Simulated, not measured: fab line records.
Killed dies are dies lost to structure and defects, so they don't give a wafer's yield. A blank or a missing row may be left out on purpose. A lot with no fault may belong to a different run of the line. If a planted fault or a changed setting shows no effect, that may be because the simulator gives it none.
Split-lot trial	flow n5 finfet	21 wafers read from 7 lots, route of 1938 steps

## ABOUT THE SPLIT
At N5_PASSIVATION_VIA_ETCH_13 (etches SiO2 in CHF3/O2, target depth 660 nm, time 330 s), the setting bias w was moved away from the recipe's 170 W on 5 of the 21 wafers read, by -17.2% to -7.9%. All remaining wafers had this setting at the recipe value.

The split's own step is where the reading is taken.

## THE READING
rf vpp V, in V, at N5_PASSIVATION_VIA_ETCH_13 (etches SiO2 in CHF3/O2, target depth 660 nm, time 330 s). On this fab line, fault-free wafers typically give 532 V with a standard deviation of 15 V.

wafer	tool, chamber at the split	bias w as run, W	against the recipe	rf vpp V, V	against lot-mates on the recipe
L081.1	rie diel-02, 2	170	recipe	517	-
L081.3	rie diel-02, 3	170	recipe	525	-
L081.6	rie diel-02, 2	140.7	-17.2%	445	-76
L086.2	rie diel-02, 1	170	recipe	560	-
L086.5	rie diel-02, 2	170	recipe	518	-
L086.6	rie diel-02, 1	170	recipe	559	-
L087.3	rie diel-06, 0	170	recipe	516	-
L087.4	rie diel-06, 3	170	recipe	555	-
L087.5	rie diel-06, 1	170	recipe	528	-
L093.1	rie diel-02, 1	156.5	-7.9%	525	+4
L093.3	rie diel-02, 3	170	recipe	524	-
L093.4	rie diel-02, 2	170	recipe	519	-
L094.2	rie diel-04, 2	170	recipe	514	-
L094.3	rie diel-04, 3	170	recipe	519	-
L094.4	rie diel-04, 0	170	recipe	541	-
L095.1	rie diel-02, 0	140.8	-17.2%	460	-100
L095.3	rie diel-02, 2	140.8	-17.2%	444	-116
L095.4	rie diel-02, 1	170	recipe	560	-
L097.1	rie diel-02, 3	155	-8.8%	487	-60
L097.2	rie diel-02, 0	170	recipe	534	-
L097.4	rie diel-02, 1	170	recipe	560	-

FIT RESULTS
A straight line over all 21 wafers: rf vpp V changes by +4.78 V for each +1% of bias w; r = +0.87; the points scatter about the line by 18 V.
The same after taking each lot's own level away (the mean of its wafers on the recipe; 21 wafers): +5.45 V for each +1%; r = +0.90; scatter 18 V.
The reading moves by 94 V for the largest change in bias w, on that fit.
Across the lots, their own levels run from 521.0 to 560.0 V, a range of 2.6 times the standard deviation given above.
Hence the slope depends on the lot-to-lot level, as the two fits are not the same.
Check: -99.6 V against its lot-mates is what the line predicts for one of the wafers moved furthest among these (-17.2%) when that wafer is left out of the fit. It came out at -76 V against them.
Tool readings at the split's step, against how far the setting was moved: rf vpp V r = +0.87.

## FURTHER SPLITS ON THESE WAFERS
Before the reading, these wafers also passed through other splits. Each is held against what the fit with the lots' levels taken away leaves over:
other split on the same wafers	wafers away from the commonest value	r with rf vpp V (lot level and that fit taken away)
N5_BEOL_M8_HM_DEP_02 target thk a	5	-0.01
N5_BEOL_M9_HM_DEP_02 target thk a	2	+0.09
N5_BEOL_M9_EXPOSE_08 dose mj	5	-0.26
N5_BEOL_M10_ETCH_41 source w	7	+0.03
N5_BEOL_M11_ETCH_41 time s	6	-0.32
N5_BEOL_M14_TRENCH_ETCH_34 bias w	11	+0.01
N5_BEOL_M15_TRENCH_ETCH_34 bias w	6	-0.30
N5_PASSIVATION_PASS_ETCH_74 source w	6	-0.07

## FILE'S OWN FIT
rf vpp V changes by +5 V for each +1% of bias w, r = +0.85.
